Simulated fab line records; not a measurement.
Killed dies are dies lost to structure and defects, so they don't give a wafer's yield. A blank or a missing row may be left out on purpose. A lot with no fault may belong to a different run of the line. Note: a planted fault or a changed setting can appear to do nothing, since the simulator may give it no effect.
Chamber matching -- flow n5-finfet -- N5_BEOL_M0_SAQP_ETCH_83 on rie-diel-02: 4 sister chambers
The step etches SiARC in CF4, target depth 39 nm, time 65 s. 8 wafers are shown with their chamber, then 11 later ones without.

WAFERS WITH THEIR CHAMBER
wafer,chamber,showerhead-plenum-p-Torr (Torr),throttle-valve-pct (%)
L082.3,3,2.21,15.65
L083.6,3,2.21,15.64
L087.4,0,2.20,15.73
L087.6,1,2.18,15.28
L089.1,0,2.20,15.75
L089.3,2,2.04,15.63
L089.6,1,2.18,15.29
L091.3,2,2.03,15.65

WAFERS MISSING THEIR CHAMBER
wafer,showerhead-plenum-p-Torr (Torr),throttle-valve-pct (%)
L091.4,2.18,15.29
L091.6,2.20,15.66
L092.2,2.20,15.68
L092.3,2.18,15.28
L092.5,2.20,15.66
L093.2,2.20,15.73
L093.5,2.17,15.30
L093.6,2.20,15.76
L096.3,2.29,15.18
L096.5,2.20,15.69
L096.6,2.20,15.79

WHICH CHAMBER EACH WENT THROUGH
wafer,from the rows above,in truth
L091.4,1,1
L091.6,3,3
L092.2,can't be placed: 3 or 0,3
L092.3,1,1
L092.5,3,3
L093.2,0,0
L093.5,1,1
L093.6,0,0
L096.3,1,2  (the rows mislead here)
L096.5,can't be placed: 0 or 3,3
L096.6,0,0
8 of 11 placed correctly. Cannot be placed on the basis of these rows: 2; the candidates contain the true chamber in 2. 1 placed wrongly.
How it was worked out, from the rows above alone: a wafer's distance from a chamber is the root of the sum, over the readings, of the square of ((its reading less the chamber's mean) divided by the reading's scatter). If the next closest chamber is less than 2 further off than the closest, the wafer can't be placed; otherwise it belongs to the closest. A chamber's mean is the mean of its shown wafers. The scatter is the square root of a quotient: the sum, over the shown wafers, of each reading's squared deviation from its chamber's mean, divided by wafers minus chambers.
